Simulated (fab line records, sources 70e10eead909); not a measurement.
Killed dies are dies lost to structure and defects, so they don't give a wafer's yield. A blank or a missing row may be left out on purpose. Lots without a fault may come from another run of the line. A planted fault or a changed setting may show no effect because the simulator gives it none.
fab line records | flow nand_harc | part 1 of 2: steps 1 to 21 of 30
record lots=5 wafers=15 last_day=24
route steps=1159 shown A_STAIRCASE@570
lots that met no fault: from a run of the same line without faults
start_h: hours from the record's first day to the start of the lot's first wafer shown | wait_h: hours since the lot's step before | " the same as in the row above | L1.1+2: a row that stands for several wafers | - no value, or no start given | * or withheld: withheld | < > ~ a bound
route shown NAME@n: a module of which the file shows steps, and the number in the route of the first | usual: mean/standard deviation of fault-free wafers | same: alike in all rows | chamber/n: place in a boat | sites: the reading at each site | _std_site: their standard deviation | _edge_site: outer sites' mean less inner sites' | radius_mm: how far each site lies from the wafer's centre | mask NAME#n: copy n | behind: the tool/chamber that last shaped the wafer | hold: why the lot was held/for how many hours/how that ended | device: the transistor (n, p or np) that didn't switch | end of line: the same wafers' tests at the end of the route | a step without rows: its recipe alone | killed: dies lost to structure and defects at the first sort, not the wafer's yield | map: a wafer's dies, x killed, . not, _ none there
set.NAME: the setting as run; set.NAME@STEP: as run at that earlier step | model.NAME: the simulator's own value behind a step, which no gauge read
lots at some steps of the route; a table a step, a row a wafer
services: from which hour (start_h, from the record's first day; less than 0 if before it) a tool's chamber was out of use, for how many hours, and why
## steps
# step NHARC_A_STAIRCASE_DEHYDRATE_176
# recipe temp_c=150 time_s=120
# usual plate_temp_C=150.03/0.16
# columns lot.wafer tool chamber start_h wait_h plate_temp_C
L075.2 litho_track-05 0 250.25 - 149.72
L075.4 " 0 " " 149.80
L075.6 " 0 " " 149.70
L078.1 litho_track-05 0 270.41 - 150.01
L078.3 " 0 " " 150.13
L078.4 " 0 " " 150.06
L080.2 litho_track-05 0 278.51 - 149.94
L080.3 " 0 " " 150.04
L080.6 " 0 " " 149.82
L088.1 litho_track-03 0 333.21 - 150.30
L088.3 " 0 " " 149.93
L088.6 " 0 " " 150.32
L094.1 litho_track-03 0 366.64 - 149.96
L094.2 " 0 " " 150.04
L094.6 " 0 " " 150.32
# step NHARC_A_STAIRCASE_HMDS_177
# recipe time_s=30
# columns lot.wafer tool chamber start_h wait_h
L075.2+4+6 litho_track-05 0 - -
L078.1+3+4 litho_track-05 0 - -
L080.2+3+6 litho_track-05 0 - -
L088.1+3+6 litho_track-03 0 - -
L094.1+2+6 litho_track-03 0 - -
# step NHARC_A_STAIRCASE_COAT_178
# recipe spin_rpm=1200
# columns lot.wafer tool chamber start_h wait_h
L075.2+4+6 litho_track-05 0 - -
L078.1+3+4 litho_track-05 0 - -
L080.2+3+6 litho_track-05 0 - -
L088.1+3+6 litho_track-03 0 - -
L094.1+2+6 litho_track-03 0 - -
# step NHARC_A_STAIRCASE_SOFTBAKE_179
# recipe temp_c=135 time_s=170
# usual plate_temp_C=135.02/0.14
# columns lot.wafer tool chamber start_h wait_h plate_temp_C
L075.2 litho_track-05 0 - - 134.98
L075.4 " 0 " " 135.12
L075.6 " 0 " " 135.04
L078.1 litho_track-05 0 - - 134.71
L078.3 " 0 " " 135.04
L078.4 " 0 " " 134.83
L080.2 litho_track-05 0 - - 134.98
L080.3 " 0 " " 135.02
L080.6 " 0 " " 134.92
L088.1 litho_track-03 0 - - 134.71
L088.3 " 0 " " 134.66
L088.6 " 0 " " 134.90
L094.1 litho_track-03 0 - - 135.22
L094.2 " 0 " " 135.02
L094.6 " 0 " " 135.11
# step NHARC_A_STAIRCASE_EBR_180
# columns lot.wafer tool chamber start_h wait_h
L075.2+4+6 litho_track-05 0 - -
L078.1+3+4 litho_track-05 0 - -
L080.2+3+6 litho_track-05 0 - -
L088.1+3+6 litho_track-03 0 - -
L094.1+2+6 litho_track-03 0 - -
# step NHARC_A_STAIRCASE_EXPOSE_181
# recipe na=0.5 dose_mj=27.87 mask_id=STAIR_2
# columns lot.wafer tool chamber start_h wait_h mask
L075.2+4+6 krf_scanner-03 0 250.58 - STAIR_2#0
L078.1+3+4 krf_scanner-03 0 270.74 - STAIR_2#0
L080.2+3+6 krf_scanner-01 0 278.72 - STAIR_2#0
L088.1+3+6 krf_scanner-01 0 333.54 - STAIR_2#0
L094.1+2+6 krf_scanner-01 0 366.97 - STAIR_2#0
# step NHARC_A_STAIRCASE_PEB_182
# recipe peb_temp_c=115 peb_time_s=130
# usual plate_temp_C=115.01/0.13
# columns lot.wafer tool chamber start_h wait_h plate_temp_C
L075.2 litho_track-05 0 250.65 0.1 115.25
L075.4 " 0 " " 115.18
L075.6 " 0 " " 115.29
L078.1 litho_track-05 0 270.81 0.1 115.12
L078.3 " 0 " " 115.19
L078.4 " 0 " " 115.01
L080.2 litho_track-02 0 278.78 0.1 114.88
L080.3 " 0 " " 114.88
L080.6 " 0 " " 114.69
L088.1 litho_track-05 0 333.61 0.1 114.71
L088.3 " 0 " " 114.72
L088.6 " 0 " " 114.65
L094.1 litho_track-03 0 367.03 0.1 115.08
L094.2 " 0 " " 114.91
L094.6 " 0 " " 114.86
# step NHARC_A_STAIRCASE_DEVELOP_183
# recipe time_s=140
# columns lot.wafer tool chamber start_h wait_h
L075.2+4+6 litho_track-05 0 - -
L078.1+3+4 litho_track-05 0 - -
L080.2+3+6 litho_track-02 0 - -
L088.1+3+6 litho_track-05 0 - -
L094.1+2+6 litho_track-03 0 - -
# step NHARC_A_STAIRCASE_HARDBAKE_185
# recipe temp_c=120 time_s=140
# columns lot.wafer tool chamber start_h wait_h
L075.2+4+6 litho_track-05 0 250.87 -
L078.1+3+4 litho_track-02 0 271.03 -
L080.2+3+6 litho_track-05 0 279.02 -
L088.1+3+6 litho_track-05 0 333.83 -
L094.1+2+6 litho_track-03 0 367.25 -
# step NHARC_A_STAIRCASE_DESCUM_186
# recipe time_s=3 o2_flow_sccm=200 ar_flow_sccm=0 bias_power_w=0 chemistry=O2
# usual drypump_motor_current_A=5.5/0.46 oes_product_au=1.004/0.01 rf_vpp_V=57.9/0.85 showerhead_plenum_p_Torr=1.92/0.097 throttle_valve_pct=11.311/0.0089
# columns lot.wafer tool chamber start_h wait_h drypump_motor_current_A oes_product_au rf_hours_counter_h rf_vpp_V showerhead_plenum_p_Torr throttle_valve_pct
L075.4 rie_diel-04 2 250.97 - 5.7 1.011 46 57.7 1.96 11.322
L075.2 " 3 " " 6.2 0.999 49 57.4 1.77 11.296
L075.6 " 1 " " 5.1 1.014 - 59.3 1.82 11.314
L078.4 rie_diel-09 3 271.13 - 5.6 1.012 3 58.8 2.02 11.298
L078.1 " 0 " " 6.4 0.986 3 56.5 1.96 11.316
L078.3 " 1 " " 5.0 0.999 3 56.2 1.80 11.303
L080.2 rie_diel-03 3 279.10 - 5.3 0.989 24 57.8 1.79 11.329
L080.3 " 0 " " 5.8 0.987 23 58.3 1.95 11.320
L080.6 " 2 " " 5.2 1.004 - 58.6 2.05 11.315
L088.3 rie_diel-09 3 333.93 - 5.6 1.006 29 59.0 2.01 11.311
L088.1 " 1 " " 5.0 1.013 28 57.3 1.79 11.302
L088.6 " 3 " " 5.6 1.009 - 56.4 2.01 11.310
L094.1 rie_diel-03 3 367.46 - 5.3 0.991 55 56.2 1.78 11.324
L094.2 " 2 " " 5.2 0.994 53 58.1 2.04 11.313
L094.6 " 2 " " 5.2 0.999 - 58.6 2.04 11.311
# step NHARC_A_STAIRCASE_TRIM_187
# recipe time_s=211.2 o2_flow_sccm=500 ar_flow_sccm=0 bias_w=0 chemistry=O2
# usual drypump_motor_current_A=5.5/0.47 oes_product_au=1.003/0.0099 rf_vpp_V=57.8/0.87 showerhead_plenum_p_Torr=3.53/0.17 throttle_valve_pct=17.036/0.0081
# columns lot.wafer tool chamber start_h wait_h drypump_motor_current_A oes_product_au rf_hours_counter_h rf_vpp_V showerhead_plenum_p_Torr throttle_valve_pct
L075.4 rie_diel-04 0 251.05 0.1 5.7 1.015 44 58.7 3.45 17.043
L075.2 " 2 " " 5.7 1.005 46 57.4 3.61 17.035
L075.6 " 3 " " 6.2 0.989 - 59.0 3.28 17.035
L078.1 rie_diel-09 2 271.21 0.1 5.6 0.998 3 56.9 3.64 17.034
L078.3 " 0 " " 6.4 0.995 3 58.4 3.62 17.037
L078.4 " 1 " " 5.0 1.011 3 56.8 3.32 17.028
L080.2 rie_diel-03 0 279.21 0.1 5.8 1.000 23 57.9 3.59 17.045
L080.3 " 3 " " 5.3 0.992 24 57.2 3.32 17.035
L080.6 " 3 " " 5.3 0.985 - 57.8 3.32 17.045
L088.3 rie_diel-09 1 334.04 0.1 5.0 1.013 28 57.4 3.31 17.039
L088.1 " 2 " " 5.6 1.006 29 58.2 3.62 17.039
L088.6 " 0 " " 6.4 0.988 - 58.3 3.60 17.036
L094.1 rie_diel-03 2 367.70 0.2 5.2 0.996 53 59.6 3.74 17.031
L094.2 " 3 " " 5.3 0.984 55 56.8 3.30 17.040
L094.6 " 3 " " 5.3 0.991 - 57.4 3.30 17.038
# step NHARC_A_STAIRCASE_ETCH_188
# recipe target_depth_a=1000 time_s=40.5 ion_energy_ev=400 c4f8_flow_sccm=20 o2_flow_sccm=10 ar_flow_sccm=withheld rf_w=600 bias_w=1000 chemistry=C4F8/O2
# usual oes_product_au=0.943/0.017 rf_vpp_V=896/6.3
# columns lot.wafer tool chamber start_h wait_h oes_product_au rf_hours_counter_h rf_vpp_V
L075.2 rie_diel-04 1 - - 0.934 43 889
L075.4 " 0 " " 0.940 44 893
L075.6 " 1 " " 0.949 - 890
L078.1 rie_diel-09 1 - - 0.959 3 889
L078.4 " 3 " " 0.953 4 904
L078.3 " 0 " " 0.958 3 898
L080.2 rie_diel-03 2 - - 0.936 21 905
L080.3 " 3 " " 0.922 24 888
L080.6 " 2 " " 0.936 - 903
L088.3 rie_diel-09 1 - - 0.972 28 890
L088.1 " 2 " " 0.959 29 899
L088.6 " 0 " " 0.951 - 899
L094.2 rie_diel-03 1 - - 0.930 48 900
L094.1 " 2 " " 0.931 54 903
L094.6 " 1 " " 0.928 - 903
# step NHARC_A_STAIRCASE_TRIM_189
# recipe time_s=211.2 o2_flow_sccm=500 ar_flow_sccm=0 bias_w=0 chemistry=O2
# usual drypump_motor_current_A=5.5/0.46 oes_product_au=1.003/0.0095 rf_vpp_V=57.8/0.92 showerhead_plenum_p_Torr=3.52/0.17 throttle_valve_pct=17.037/0.011
# columns lot.wafer tool chamber start_h wait_h drypump_motor_current_A oes_product_au rf_hours_counter_h rf_vpp_V showerhead_plenum_p_Torr throttle_valve_pct
L075.2 rie_diel-04 0 - - 5.7 1.007 44 57.3 3.45 17.053
L075.4 " 3 " " 6.2 0.989 49 57.8 3.28 17.050
L075.6 " 1 " " 5.1 1.009 - 58.3 3.37 17.036
L078.3 rie_diel-09 2 - - 5.6 1.009 3 57.1 3.64 17.037
L078.4 " 3 " " 5.6 1.019 4 59.5 3.71 17.050
L078.1 " 1 " " 5.0 1.013 3 58.3 3.32 17.034
L080.2 rie_diel-03 0 - - 5.8 0.979 23 57.8 3.59 17.040
L080.3 " 3 " " 5.3 0.985 24 58.8 3.32 17.050
L080.6 " 0 " " 5.7 0.985 - 57.6 3.59 17.036
L088.1 rie_diel-09 0 - - 6.4 0.990 28 57.7 3.60 17.035
L088.3 " 1 " " 5.0 1.002 28 57.9 3.31 17.028
L088.6 " 0 " " 6.4 0.990 - 57.8 3.60 17.036
L094.1 rie_diel-03 3 - - 5.3 0.991 56 56.4 3.30 17.046
L094.2 " 1 " " 4.7 1.007 48 55.7 3.67 17.042
L094.6 " 2 " " 5.2 1.007 - 60.2 3.74 17.053
# step NHARC_A_STAIRCASE_ETCH_190
# recipe target_depth_a=1000 time_s=40.5 ion_energy_ev=400 c4f8_flow_sccm=20 o2_flow_sccm=10 ar_flow_sccm=withheld rf_w=600 bias_w=1000 chemistry=C4F8/O2
# usual oes_product_au=0.944/0.011 rf_vpp_V=896/6.2
# columns lot.wafer tool chamber start_h wait_h oes_product_au rf_hours_counter_h rf_vpp_V
L075.2 rie_diel-04 2 - - 0.953 46 899
L075.4 " 0 " " 0.948 44 893
L075.6 " 1 " " 0.953 - 890
L078.4 rie_diel-09 1 - - 0.971 3 889
L078.1 " 2 " " 0.936 4 900
L078.3 " 3 " " 0.934 4 902
L080.3 rie_diel-03 3 - - 0.931 24 888
L080.2 " 0 " " 0.926 24 898
L080.6 " 0 " " 0.931 - 900
L088.1 rie_diel-09 0 - - 0.940 28 899
L088.3 " 1 " " 0.955 28 888
L088.6 " 3 " " 0.956 - 901
L094.1 rie_diel-03 1 - - 0.934 48 901
L094.2 " 3 " " 0.927 56 887
L094.6 " 1 " " 0.939 - 900
# step NHARC_A_STAIRCASE_TRIM_191
# recipe time_s=211.2 o2_flow_sccm=500 ar_flow_sccm=0 bias_w=0 chemistry=O2
# usual drypump_motor_current_A=5.5/0.47 oes_product_au=1.003/0.0097 rf_vpp_V=57.8/0.95 showerhead_plenum_p_Torr=3.53/0.17 throttle_valve_pct=17.037/0.0087
# columns lot.wafer tool chamber start_h wait_h drypump_motor_current_A oes_product_au rf_hours_counter_h rf_vpp_V showerhead_plenum_p_Torr throttle_valve_pct
L075.4 rie_diel-04 3 - - 6.2 0.991 49 57.7 3.28 17.036
L075.2 " 1 " " 5.1 1.018 43 57.6 3.37 17.036
L075.6 " 3 " " 6.3 0.996 - 57.5 3.28 17.032
L078.1 rie_diel-09 2 - - 5.6 0.986 4 58.3 3.64 17.034
L078.3 " 3 " " 5.6 1.001 4 59.0 3.71 17.038
L078.4 " 0 " " 6.4 0.991 3 59.2 3.62 17.032
L080.3 rie_diel-03 2 - - 5.2 1.004 21 57.1 3.76 17.039
L080.2 " 0 " " 5.8 0.983 24 57.4 3.59 17.041
L080.6 " 0 " " 5.8 0.991 - 58.8 3.59 17.043
L088.3 rie_diel-09 3 - - 5.6 1.003 29 58.8 3.69 17.029
L088.1 " 2 " " 5.6 1.002 29 58.2 3.62 17.021
L088.6 " 3 " " 5.6 1.010 - 57.2 3.69 17.035
L094.2 rie_diel-03 2 - - 5.2 1.002 54 57.8 3.74 17.035
L094.1 " 3 " " 5.3 1.005 56 57.7 3.30 17.038
L094.6 " 1 " " 4.7 1.006 - 57.4 3.67 17.051
# step NHARC_A_STAIRCASE_ETCH_192
# recipe target_depth_a=1000 time_s=40.5 ion_energy_ev=400 c4f8_flow_sccm=20 o2_flow_sccm=10 ar_flow_sccm=withheld rf_w=600 bias_w=1000 chemistry=C4F8/O2
# usual oes_product_au=0.946/0.017 rf_vpp_V=896/6.2
# columns lot.wafer tool chamber start_h wait_h oes_product_au rf_hours_counter_h rf_vpp_V
L075.2 rie_diel-04 2 - - 0.957 46 899
L075.4 " 0 " " 0.952 44 893
L075.6 " 2 " " 0.957 - 897
L078.3 rie_diel-09 2 - - 0.938 4 901
L078.1 " 3 " " 0.944 4 902
L078.4 " 1 " " 0.946 3 888
L080.2 rie_diel-03 0 - - 0.924 24 899
L080.3 " 2 " " 0.937 21 905
L080.6 " 0 " " 0.923 - 899
L088.1 rie_diel-09 3 - - 0.955 29 901
L088.3 " 0 " " 0.921 29 898
L088.6 " 1 " " 0.959 - 888
L094.1 rie_diel-03 2 - - 0.930 54 903
L094.2 " 3 " " 0.924 56 888
L094.6 " 3 " " 0.926 - 888
# step NHARC_A_STAIRCASE_TRIM_193
# recipe time_s=211.2 o2_flow_sccm=500 ar_flow_sccm=0 bias_w=0 chemistry=O2
# usual drypump_motor_current_A=5.5/0.47 oes_product_au=1.003/0.01 rf_vpp_V=57.7/0.92 showerhead_plenum_p_Torr=3.54/0.17 throttle_valve_pct=17.037/0.0087
# columns lot.wafer tool chamber start_h wait_h drypump_motor_current_A oes_product_au rf_hours_counter_h rf_vpp_V showerhead_plenum_p_Torr throttle_valve_pct
L075.4 rie_diel-04 0 - - 5.7 1.020 44 58.5 3.45 17.038
L075.2 " 1 " " 5.1 1.014 43 57.2 3.37 17.049
L075.6 " 1 " " 5.1 1.016 - 56.3 3.37 17.046
L078.3 rie_diel-09 1 - - 5.0 1.009 3 56.4 3.32 17.036
L078.4 " 2 " " 5.6 1.006 4 56.9 3.64 17.034
L078.1 " 3 " " 5.6 1.014 4 58.9 3.71 17.031
L080.3 rie_diel-03 2 - - 5.2 1.006 21 57.9 3.76 17.042
L080.2 " 3 " " 5.3 0.988 24 57.6 3.32 17.033
L080.6 " 2 " " 5.2 1.004 - 58.1 3.76 17.029
L088.3 rie_diel-09 0 - - 6.4 0.988 29 58.2 3.60 17.042
L088.1 " 2 " " 5.6 1.004 29 58.3 3.62 17.021
L088.6 " 0 " " 6.4 0.977 - 57.9 3.60 17.043
L094.1 rie_diel-03 2 - - 5.2 0.997 54 59.6 3.74 17.042
L094.2 " 1 " " 4.7 1.007 49 59.2 3.67 17.050
L094.6 " 1 " " 4.7 1.006 - 57.9 3.67 17.037
# step NHARC_A_STAIRCASE_ETCH_194
# recipe target_depth_a=1000 time_s=40.5 ion_energy_ev=400 c4f8_flow_sccm=20 o2_flow_sccm=10 ar_flow_sccm=withheld rf_w=600 bias_w=1000 chemistry=C4F8/O2
# usual oes_product_au=0.944/0.011 rf_vpp_V=897/6.1
# columns lot.wafer tool chamber start_h wait_h oes_product_au rf_hours_counter_h rf_vpp_V
L075.2 rie_diel-04 3 - - 0.934 50 887
L075.4 " 0 " " 0.949 45 893
L075.6 " 2 " " 0.944 - 900
L078.4 rie_diel-09 3 - - 0.952 4 904
L078.3 " 0 " " 0.929 3 900
L078.1 " 1 " " 0.955 3 888
L080.2 rie_diel-03 2 - - 0.938 21 904
L080.3 " 3 " " 0.942 24 890
L080.6 " 0 " " 0.934 - 898
L088.3 rie_diel-09 2 - - 0.958 29 900
L088.1 " 3 " " 0.951 29 903
L088.6 " 1 " " 0.971 - 889
L094.2 rie_diel-03 3 - - 0.934 56 888
L094.1 " 1 " " 0.949 49 901
L094.6 " 2 " " 0.934 - 901
# step NHARC_A_STAIRCASE_TRIM_196
# recipe time_s=211.2 o2_flow_sccm=500 ar_flow_sccm=0 bias_w=0 chemistry=O2
# usual drypump_motor_current_A=5.4/0.48 oes_product_au=1.003/0.01 rf_vpp_V=57.7/0.97 showerhead_plenum_p_Torr=3.53/0.18 throttle_valve_pct=17.036/0.0087
# columns lot.wafer tool chamber start_h wait_h drypump_motor_current_A oes_product_au rf_hours_counter_h rf_vpp_V showerhead_plenum_p_Torr throttle_valve_pct
L075.2 rie_diel-03 2 252.20 0.1 5.2 1.001 9 58.4 3.77 17.035
L075.4 " 3 " " 5.3 0.978 11 57.2 3.33 17.024
L075.6 " 2 " " 5.2 1.008 - 59.0 3.77 17.037
L078.4 rie_diel-03 2 272.25 0.1 5.2 0.996 19 59.1 3.76 17.032
L078.1 " 3 " " 5.3 0.993 22 58.0 3.32 17.055
L078.3 " 0 " " 5.8 0.981 21 56.3 3.59 17.019
L080.3 rie_diel-09 0 280.38 0.1 6.4 0.999 5 57.3 3.62 17.042
L080.2 " 1 " " 5.0 0.998 5 57.7 3.32 17.026
L080.6 " 0 " " 6.4 0.994 - 58.6 3.62 17.027
L088.1 rie_diel-03 3 335.09 0.1 5.3 1.002 40 56.8 3.31 17.024
L088.3 " 3 " " 5.3 1.001 - 56.8 3.31 17.045
L088.6 " 1 " " 4.7 1.006 - 57.4 3.68 17.034
L094.1 rie_diel-03 1 369.35 0.1 4.7 1.002 49 58.7 3.67 17.038
L094.2 " 2 " " 5.2 0.992 55 57.9 3.74 17.040
L094.6 " 1 " " 4.7 0.997 - 56.3 3.67 17.021
# step NHARC_A_STAIRCASE_ETCH_197
# recipe target_depth_a=1000 time_s=40.5 ion_energy_ev=400 c4f8_flow_sccm=20 o2_flow_sccm=10 ar_flow_sccm=withheld rf_w=600 bias_w=1000 chemistry=C4F8/O2
# usual oes_product_au=0.950/0.019 rf_vpp_V=896/6.5
# columns lot.wafer tool chamber start_h wait_h oes_product_au rf_hours_counter_h rf_vpp_V
L075.4 rie_diel-03 3 - - 0.918 11 889
L075.2 " 0 " " 0.915 10 899
L075.6 " 2 " " 0.926 - 904
L078.4 rie_diel-03 3 - - 0.961 22 888
L078.1 " 1 " " 0.969 18 902
L078.3 " 2 " " 0.962 19 905
L080.3 rie_diel-09 2 - - 0.975 6 898
L080.2 " 0 " " 0.958 5 899
L080.6 " 2 " " 0.981 - 900
L088.1 rie_diel-03 3 335.83 0.7 0.920 40 888
L088.3 " 3 " " 0.919 - 888
L088.6 " 3 " " 0.929 - 890
L094.1 rie_diel-03 1 - - 0.940 50 901
L094.2 " 2 " " 0.930 55 902
L094.6 " 3 " " 0.932 - 888
# step NHARC_A_STAIRCASE_TRIM_198
# recipe time_s=211.2 o2_flow_sccm=500 ar_flow_sccm=0 bias_w=0 chemistry=O2
# usual drypump_motor_current_A=5.4/0.48 oes_product_au=1.002/0.011 rf_vpp_V=57.7/0.98 showerhead_plenum_p_Torr=3.54/0.17 throttle_valve_pct=17.036/0.0093
# columns lot.wafer tool chamber start_h wait_h drypump_motor_current_A oes_product_au rf_hours_counter_h rf_vpp_V showerhead_plenum_p_Torr throttle_valve_pct
L075.2 rie_diel-03 1 - - 4.8 1.009 9 57.4 3.69 17.035
L075.4 " 3 " " 5.3 0.981 11 56.1 3.33 17.028
L075.6 " 0 " " 5.8 0.995 - 57.5 3.60 17.028
L078.4 rie_diel-03 0 - - 5.7 0.976 21 58.6 3.59 17.027
L078.1 " 1 " " 4.7 1.015 18 59.1 3.68 17.033
L078.3 " 3 " " 5.3 0.984 22 57.4 3.32 17.039
L080.2 rie_diel-09 2 - - 5.6 1.001 6 56.4 3.64 17.046
L080.3 " 3 " " 5.6 1.007 6 58.1 3.70 17.040
L080.6 " 0 " " 6.4 0.992 - 58.6 3.62 17.043
L088.1 rie_diel-03 3 336.15 0.3 5.3 0.999 40 57.1 3.31 17.036
L088.3 " 1 " " 4.7 1.010 - 59.3 3.68 17.028
L088.6 " 3 " " 5.3 0.982 - 56.5 3.31 17.038
L094.2 rie_diel-03 1 - - 4.7 1.008 50 58.6 3.67 17.034
L094.1 " 3 " " 5.3 0.992 57 56.6 3.30 17.018
L094.6 " 3 " " 5.3 0.992 - 57.0 3.30 17.035
